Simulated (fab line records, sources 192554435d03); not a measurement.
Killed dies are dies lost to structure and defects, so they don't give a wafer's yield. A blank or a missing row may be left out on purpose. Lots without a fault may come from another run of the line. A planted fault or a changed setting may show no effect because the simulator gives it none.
One fault seen from 2 desks | flow n5_finfet | each desk has only its own numbers; what lay behind them comes last

THE TOOL OWNER'S DESK: implanter-02
The tool's own readings at N5_WELL_APT_IMPLANT_15: means of the sampled wafers that have a number, for each lot that ran on this tool. A lot is out of limits, marked OUT, if its mean lies more than 4 standard deviations from the usual mean; the brackets give that distance.
Columns: A = dose_ions_cm2 at N5_WELL_APT_IMPLANT_15, usual 1.5001e+13; B = faraday_current_uA at N5_WELL_APT_IMPLANT_15, usual 190
lot  | first seen here | A                            | B
L309 | day 2 01:56     | 1.5001e+13                   | 193
L314 | day 3 08:10     | 1.4994e+13                   | 187
L315 | day 3 14:04     | 1.4999e+13                   | 186
L320 | day 4 20:20     | 2.2819e+13 (+99 or more) OUT | 292 (+27) OUT
L326 | day 6 08:03     | 2.2824e+13 (+99 or more) OUT | 289 (+27) OUT
This desk's finding: out of limits on L320, L326; first on L320, day 4 20:20 (dose_ions_cm2 at N5_WELL_APT_IMPLANT_15). In limits: L309, L314, L315.

THE METROLOGY DESK
What the gauges read, lot by lot, whatever tool the lot ran on: means of the sampled wafers that have a number. A lot is out of limits, marked OUT, if its mean lies more than 4 standard deviations from the usual mean; the brackets give that distance. Of its 14 readings 7 are shown: the one that was out of limits first, and those that lie furthest out on some lot.
Columns: A = cd_nm at N5_WELL_APT_CD_MEAS_25, usual 199.9 nm; B = CJ_P at N5_BEOL_M4_RC_MEAS_101, usual 5.76; C = IOFF_N at N5_BEOL_M4_RC_MEAS_101, usual 0.163 nA/um; D = IOFF_P at N5_BEOL_M4_RC_MEAS_101, usual 0.22 nA/um; E = IOFF_P_LONG at N5_BEOL_M4_RC_MEAS_101, usual 0.000106 nA/um; F = VT_N at N5_BEOL_M4_RC_MEAS_101, usual 249.3 mV; G = VT_P at N5_BEOL_M4_RC_MEAS_101, usual -250 mV
lot  | first seen here | A     | B               | C     | D    | E                   | F     | G
L309 | day 2 02:49     | 198.9 | 5.69            | 0.165 | 0.24 | 0.000110            | 247.4 | -247
L312 | day 2 21:23     | 203.5 | 5.79            | 0.174 | 0.21 | 0.000098            | 246.8 | -251
L313 | day 3 03:04     | 199.7 | 5.86            | 0.164 | 0.22 | 0.000106            | 248.7 | -251
L314 | day 3 09:03     | 204.2 | 5.77            | 0.174 | 0.28 | 0.000130            | 248.0 | -244
L315 | day 3 14:49     | 200.3 | 5.71            | 0.135 | 0.17 | 0.000100            | 250.5 | -252
L316 | day 3 21:16     | 200.3 | 5.81            | 0.225 | 0.28 | 0.000113            | 244.6 | -246
L317 | day 4 03:25     | 198.4 | 5.67            | 0.161 | 0.22 | 0.000108            | 250.3 | -248
L320 | day 4 21:02     | 200.4 | 7.17 (+10) OUT  | 0.136 | 0.19 | 0.000148 (+5.0) OUT | 252.7 | -251
L326 | day 6 08:46     | 199.6 | 6.94 (+8.4) OUT | 0.125 | 0.20 | 0.000148 (+5.0) OUT | 255.6 | -248
L330 | day 7 09:04     | 203.1 | 5.78            | 0.185 | 0.26 | 0.000113            | 245.9 | -246
This desk's finding: out of limits on L320, L326; first on L320, day 11 22:40 (CJ_P at N5_BEOL_M4_RC_MEAS_101). In limits: L309, L312, L313, L314, L315, L316, L317, L330.

PUT TOGETHER
The tool owner's desk could have raised an alarm at day 4 20:20, on L320, L326.
The metrology desk could have raised an alarm at day 11 22:40, on L320, L326.
Of the lots named, all ran N5_WELL_APT_IMPLANT_15 on implanter-02.

WHAT THE SIMULATOR HAD PUT IN
Process parameter drift: implanter-02, from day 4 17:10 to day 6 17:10, at N5_WELL_APT_IMPLANT_15. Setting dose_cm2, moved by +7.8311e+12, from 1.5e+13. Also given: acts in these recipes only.
Lots struck among those shown: L320, L326.
Hours from the fault's start to each desk's first reading out of limits: the tool owner's desk, 3; the metrology desk, 173.
